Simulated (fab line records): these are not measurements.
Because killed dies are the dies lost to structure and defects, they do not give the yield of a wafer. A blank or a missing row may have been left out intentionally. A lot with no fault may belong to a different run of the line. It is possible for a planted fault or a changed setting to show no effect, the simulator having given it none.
Chamber matching | flow n5-finfet | 3 sister chambers for N5_BEOL_M10_CURE_72 on uv-cure-01
The step cures SiCOH lowk, time 120 s. 6 wafers are shown with their chamber, then 12 later ones without.

## EACH WAFER AND ITS CHAMBER
wafer  | chamber | wafer_temp_C_max | lamp-power-pct (%)
L081.3 | 1       | 373.1            | 52.31
L081.5 | 1       | 371.3            | 52.24
L087.3 | 2       | 372.6            | 52.28
L087.5 | 2       | 372.1            | 52.29
L090.5 | 0       | 371.0            | 52.28
L090.6 | 0       | 371.1            | 52.32

## WAFERS WITHOUT THEIR CHAMBER
wafer  | wafer_temp_C_max | lamp-power-pct (%)
L088.2 | 372.6            | 52.25
L088.3 | 372.4            | 52.38
L088.5 | 371.9            | 52.36
L091.2 | 372.4            | 52.38
L091.4 | 371.9            | 52.38
L091.5 | 372.7            | 52.38
L095.3 | 372.0            | 52.25
L095.4 | 371.9            | 52.32
L095.5 | 371.2            | 52.32
L096.3 | 371.5            | 52.34
L096.4 | 372.0            | 52.41
L096.5 | 371.7            | 52.23

## WHICH CHAMBER EACH WENT THROUGH
wafer  | from the rows above          | in truth
L088.2 | can't be placed: 1 or 2 or 0 | 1
L088.3 | can't be placed: 2 or 0 or 1 | 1
L088.5 | can't be placed: 0 or 2 or 1 | 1
L091.2 | can't be placed: 2 or 0 or 1 | 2
L091.4 | can't be placed: 0 or 2 or 1 | 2
L091.5 | can't be placed: 2 or 1 or 0 | 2
L095.3 | can't be placed: 1 or 2 or 0 | 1
L095.4 | can't be placed: 2 or 0 or 1 | 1
L095.5 | can't be placed: 0 or 2 or 1 | 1
L096.3 | can't be placed: 0 or 2 or 1 | 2
L096.4 | can't be placed: 0 or 2 or 1 | 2
L096.5 | can't be placed: 1 or 2 or 0 | 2
0 of 12 placed correctly. These rows do not allow placing 12 (true chamber among the candidates in 12). Number placed wrongly: 0.
How it was worked out, from the rows above alone: a wafer's distance from a chamber is the root of the sum, over the readings, of the square of ((its reading less the chamber's mean) divided by the reading's scatter). The wafer belongs to the nearest chamber; if the next one is less than 2 further off, it can't be placed. The mean given for a chamber averages the wafers shown for that chamber. The scatter is the square root of a quotient: the sum, over the shown wafers, of each reading's squared deviation from its chamber's mean, divided by wafers minus chambers.
